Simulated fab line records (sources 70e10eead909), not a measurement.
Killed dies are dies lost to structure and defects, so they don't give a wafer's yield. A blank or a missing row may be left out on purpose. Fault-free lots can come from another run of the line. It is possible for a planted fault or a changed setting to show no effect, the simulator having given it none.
Which tool was responsible? | flow nand harc | 43 wafers from 15 lots sampled at 5 of the route's 1302 steps

## WHAT EACH GAUGE READ, for each wafer
NHARC_A_ZERO_WELL_CD_MEAS_10: the cd target is 2000 nm. Usual: 2001.9 nm for cd nm, sd 1.6.
lot  | measured     | on        | cd nm (nm)           | flag
L759 | day 6 22:36  | cd sem-01 | 1999.4 1998.5 2000.4 |
L762 | day 8 00:51  | cd sem-03 | 2003.5 2003.7 2003.0 |
L763 | day 8 07:57  | cd sem-03 | 2001.1 2002.6 2000.8 |
L760 | day 9 05:41  | cd sem-01 | 2002.5 2001.9 2001.7 |
L765 | day 9 09:17  | cd sem-02 | 2002.4 2002.0 2003.2 |
L766 | day 9 16:03  | cd sem-02 | 2003.5 2001.0 2001.1 |
L769 | day 10 22:21 | cd sem-02 | 2000.5 2001.0 2001.3 |
L770 | day 11 17:04 | cd sem-03 | 2003.2 2003.0 2001.5 |
L771 | day 11 21:39 | cd sem-02 | 2002.8 2001.8 2002.9 |
L772 | day 12 16:52 | cd sem-03 | 1999.8 2003.3 2000.1 |
L775 | day 13 06:18 | cd sem-02 | 2001.2 2002.3 2002.2 |
L774 | day 13 07:23 | cd sem-02 | 2001.7 2002.7 2000.9 |
L778 | day 14 12:41 | cd sem-03 | 2004.0 2001.8        |
L779 | day 15 03:12 | cd sem-03 | 2004.5 2001.1        |
L780 | day 15 13:49 | cd sem-01 | 2003.2 2003.2 2000.3 |

NHARC_A_ONON_D1_THK_MEAS_02: measures by ellipsometry. Usual: 1000 nm for thk nm, sd 9.6.
lot  | measured     | on            | thk nm (nm)    | flag
L759 | day 7 22:39  | film metro-01 | 985 985 983    |
L762 | day 8 22:38  | film metro-02 | 992 991 992    |
L763 | day 9 05:52  | film metro-02 | 1011 1011 1012 |
L760 | day 10 05:41 | film metro-02 | 992 994 993    |
L765 | day 10 10:02 | film metro-02 | 995 997 996    |
L766 | day 10 17:10 | film metro-01 | 1000 1000 1001 |
L769 | day 11 18:51 | film metro-02 | 1012 1011 1012 |
L770 | day 12 15:02 | film metro-02 | 1002 1001 1004 |
L771 | day 12 19:35 | film metro-02 | 991 993 993    |
L772 | day 13 17:57 | film metro-02 | 1015 1018 1018 |
L775 | day 14 05:25 | film metro-02 | 1003 1004 1001 |
L774 | day 14 05:30 | film metro-02 | 995 998 998    |
L778 | day 15 11:55 | film metro-01 | 1011 1011      |
L779 | day 16 02:45 | film metro-01 | 1001 1002      |
L780 | day 16 12:19 | film metro-02 | 993 992 993    |

NHARC_A_ONON_D1_THK_MEAS_14: measures by ellipsometry. Usual: 1000 nm for thk nm, sd 8.1.
lot  | measured     | on            | thk nm (nm)    | flag
L759 | day 8 00:55  | film metro-01 | 997 997 997    |
L762 | day 9 00:54  | film metro-01 | 993 994 994    |
L763 | day 9 08:07  | film metro-02 | 1011 1012 1012 |
L760 | day 10 07:58 | film metro-02 | 993 993 995    |
L765 | day 10 12:17 | film metro-02 | 991 990 991    |
L766 | day 10 19:26 | film metro-01 | 996 998 997    |
L769 | day 11 21:07 | film metro-02 | 998 997 997    |
L770 | day 12 17:18 | film metro-02 | 1006 1007 1006 |
L771 | day 12 21:50 | film metro-02 | 1004 1006 1006 |
L772 | day 13 20:12 | film metro-02 | 1005 1007 1006 |
L775 | day 14 07:41 | film metro-02 | 994 992 993    |
L774 | day 14 07:46 | film metro-02 | 1007 1007 1007 |
L778 | day 15 14:12 | film metro-02 | 1005 653       | OFF
L779 | day 16 05:03 | film metro-02 | 996 646        | OFF
L780 | day 16 14:35 | film metro-01 | 1002 650 1002  | OFF

NHARC_END_SORT_01. Usual: killed at array 55, standard deviation 22; killed at other 1.1, standard deviation 1.4; killed at periphery 4, standard deviation 3.2; killed dies 59, standard deviation 22; killed open 3.3, standard deviation 1.8; killed short 2.5, standard deviation 1.5.
lot  | measured     | on        | killed at array | killed at other | killed at periphery | killed dies | killed open | killed short | flag
L778 | day 32 00:50 | prober-02 | 81 674          | 0 0             | 2 3                 | 83 677      | 4 3         | 0 1          | OFF
L779 | day 33 22:14 | prober-02 | 59 673          | 1 2             | 2 2                 | 62 677      | 3 4         | 3 3          | OFF
L780 | day 33 08:35 | prober-01 | 61 674 70       | 2 2 1           | 3 1 0               | 66 677 71   | 5 7 3       | 3 2 1        | OFF

## WHICH TOOL RAN EACH LOT (tool, then ch and the chambers of the sampled wafers, then the start)
lot  | NHARC_A_ONON_D1_DEP_12
L759 | pecvd onon-01 ch 0, day 8 00:28
L762 | pecvd onon-03 ch 0, day 9 00:23
L763 | pecvd onon-01 ch 0, day 9 07:40
L760 | pecvd onon-01 ch 0, day 10 07:27
L765 | pecvd onon-02 ch 0, day 10 11:47
L766 | pecvd onon-02 ch 0, day 10 18:58
L769 | pecvd onon-02 ch 0, day 11 20:36
L770 | pecvd onon-03 ch 0, day 12 16:47
L771 | pecvd onon-02 ch 0, day 12 21:20
L772 | pecvd onon-03 ch 0, day 13 19:42
L775 | pecvd onon-03 ch 0, day 14 07:10
L774 | pecvd onon-02 ch 0, day 14 07:16
L778 | pecvd onon-03 ch 0, day 15 13:49
L779 | pecvd onon-03 ch 0, day 16 04:32
L780 | pecvd onon-03 ch 0, day 16 14:05
- NHARC_A_ONON_D1_DEP_12: target thk 1000 nm.

## WHAT THE TOOLS THEMSELVES READ (means of the sampled wafers that have a number; where no wafer has one, the mark that the record gives instead)
NHARC_A_ONON_D1_DEP_12. Usual: 499.8 sccm for nh3 flow sccm, sd 1.5.
lot  | tool          | nh3 flow sccm (sccm) | flag
L759 | pecvd onon-01 | 499.9                |
L762 | pecvd onon-03 | 499.0                |
L763 | pecvd onon-01 | 500.5                |
L760 | pecvd onon-01 | 499.5                |
L765 | pecvd onon-02 | 499.4                |
L766 | pecvd onon-02 | 498.4                |
L769 | pecvd onon-02 | 499.1                |
L770 | pecvd onon-03 | 499.4                |
L771 | pecvd onon-02 | 500.9                |
L772 | pecvd onon-03 | 498.7                |
L775 | pecvd onon-03 | 498.5                |
L774 | pecvd onon-02 | 499.6                |
L778 | pecvd onon-03 | 497.6                |
L779 | pecvd onon-03 | 497.6                |
L780 | pecvd onon-03 | 501.2                |

## THE ANSWER, worked out from the rows above alone
Rule: a lot counts as off when the mean over its wafers that have a number is more than 3 standard deviations away from the usual mean. Also off: a lot with no number at a reading for which 4 or more lots have one. The other lots that the step has rows for count as sound. After the gauges, taken in route order, come the tools' own readings; for these a lot's mean is taken, as printed above. The first step at which some lot is off is used, and at that step the reading that is off furthest; a lot without a number counts as furthest.
Off: L778, L779, L780 (NHARC_A_ONON_D1_THK_MEAS_14, thk nm).
A tool fits if, at a process step before that reading, it ran every lot that is off, and no sound lot after the first of them. The gauges at NHARC_A_ONON_D1_THK_MEAS_14 aren't tried: what is off there is off at NHARC_END_SORT_01 too, on other tools, and a gauge's error can't cause that. One candidate fits, namely pecvd onon-03 at NHARC_A_ONON_D1_DEP_12. A fault onset in the window from L775 (day 14 07:10, its last sound lot) to L778 (day 15 13:49, its first lot off) fits.

## WHAT WAS PUT IN BY THE SIMULATOR
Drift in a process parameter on pecvd onon-03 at NHARC_A_ONON_D1_DEP_12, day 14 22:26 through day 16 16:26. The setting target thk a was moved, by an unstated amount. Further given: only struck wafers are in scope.
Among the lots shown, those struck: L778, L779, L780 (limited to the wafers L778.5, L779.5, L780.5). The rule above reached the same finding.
